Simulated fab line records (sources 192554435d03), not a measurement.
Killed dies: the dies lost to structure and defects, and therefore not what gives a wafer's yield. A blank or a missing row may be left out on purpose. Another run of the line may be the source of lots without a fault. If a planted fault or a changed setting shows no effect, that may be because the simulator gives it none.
A struck lot beside a sound one ; flow n5Finfet ; 21 out of 1938 route steps
Sound: wafers L384.2, L384.3, L384.5. The struck wafers were L392.1, L392.4, L392.5. The cause is given at the end.
Order at every step that has rows: each side's tool, ch and its chambers, its first start. Under that, the readings that differ: sound wafers ; struck wafers ; difference of the means ; sigmas: that difference in standard deviations of wafers without a fault.
alike: same words and numbers on both sides, and readings whose means sit less than 2 such deviations apart. not compared: any withheld reading, any reading some wafer has no value for, any bound like >300 that may hide the same value, and any number with overlapping values for which the record gives no deviation.
A row with sigmas, a row that says differs or no value, or rows on one side alone: a step with any of these is where the two part. Non-overlapping numbers with no deviation appear without sigmas and do not part them. Lack of a reading on every wafer of one side parts them only where that side has two or more wafers.

N5_WELL_APT_CD_MEAS_08: target cd 200 nm.
  sound on cdSem-02 ch 0, day 3 13:55; struck on cdSem-01 ch 0, day 5 13:43
  alike: cdNm
N5_WELL_APT_OVL_MEAS_09:
  sound on overlay-01 ch 0, day 3 13:57; struck on overlay-02 ch 0, day 5 13:44
  alike: NWELL_OVL
N5_WELL_APT_INSPECT_10: inspects for defects (macro).
  sound: defectInspect-02 at day 3 13:58; struck: defectInspect-02 at day 5 13:46
  alike: rawDefectCount
N5_WELL_APT_DESCUM_13: chemistry O2, time 7.9 s.
  sound on rieDiel-05 ch 0,1,2, day 3 14:13; struck on rieDiel-05 ch 1,3, day 5 14:21
  alike: drypumpMotorCurrentA, oesProductAu, rfFwdPowerW, rfVppV, showerheadPlenumPTorr, throttleValvePct
  not compared: rfHoursCounterH
then, 8 steps without rows for these wafers: N5_WELL_APT_IMPLANT_14; N5_WELL_APT_IMPLANT_15; N5_WELL_APT_STRIP_16 (strips in SPM, time 900 s); N5_WELL_APT_HMDS_18 (time 60 s); N5_WELL_APT_COAT_19 (resist thk 950 nm); N5_WELL_APT_EBR_21; N5_WELL_APT_SOFTBAKE_20 (time 60 s); N5_WELL_APT_EXPOSE_22 (exposes mask PWELL, defocus 0 nm, target cd 200 nm).
N5_WELL_APT_PEB_23: peb time 90 s.
  sound on lithoTrack-05 ch 0, day 3 15:16; struck on lithoTrack-03 ch 0, day 5 15:19
then, 2 steps without rows for these wafers: N5_WELL_APT_DEVELOP_24 (develop time 45 s); N5_WELL_APT_HARDBAKE_29 (time 120 s).
N5_WELL_APT_CD_MEAS_25: target cd 200 nm.
  sound on cdSem-01 ch 0, day 3 15:23; struck on cdSem-03 ch 0, day 5 15:26
reading;sound;struck;difference;sigmas
cdNm (nm);200.5 199.6 199.6;207.3 209.1 208.5;+8.4;+6
N5_WELL_APT_OVL_MEAS_26:
  sound on overlay-01 ch 0, day 3 15:25; struck on overlay-02 ch 0, day 5 15:28
  alike: PWELL_OVL
N5_WELL_APT_INSPECT_27: inspects for defects (macro).
  sound: defectInspect-01 at day 3 15:26; struck: defectInspect-02 at day 5 15:29
  alike: rawDefectCount
N5_WELL_APT_DESCUM_30: chemistry O2, time 7.9 s.
  sound on rieDiel-04 ch 0,2,3, day 3 15:28; struck on rieDiel-06 ch 2,3, day 5 15:31
reading;sound;struck;difference;sigmas
showerheadPlenumPTorr (Torr);2.15 2.13 2.15;1.98 2.01 1.98;-0.15;-2
model.WELL_APT.cdNm (nm);200.5 199.7 200.3;207.2 208.8 208.6;+8.0;
  alike: drypumpMotorCurrentA, oesProductAu, rfFwdPowerW, rfVppV, throttleValvePct
  not compared: rfHoursCounterH
next, for these wafers, 1 step has no rows: N5_WELL_APT_IMPLANT_31.
-- here the record skips 6 days between the struck wafers' starts before and after, leaving off in module WELL_APT and picking up in module BEOL_M4 (first step shown: number 1111 of the route) --
N5_BEOL_M4_RC_MEAS_101:
  sound on prober-01 ch 0, day 10 01:55; struck on prober-01 ch 0, day 12 01:26
  alike: DIBL_N, DIBL_P, IOFF_N, IOFF_P, ION_N, ION_P, SS_N, SS_P, VT_N, VT_P

WHERE THEY PART
First at N5_WELL_APT_CD_MEAS_25; last, within this record, at N5_WELL_APT_DESCUM_30. Later steps at which nothing parts them and some readings are alike: N5_BEOL_M4_RC_MEAS_101.

WHY: whatever the simulator had introduced
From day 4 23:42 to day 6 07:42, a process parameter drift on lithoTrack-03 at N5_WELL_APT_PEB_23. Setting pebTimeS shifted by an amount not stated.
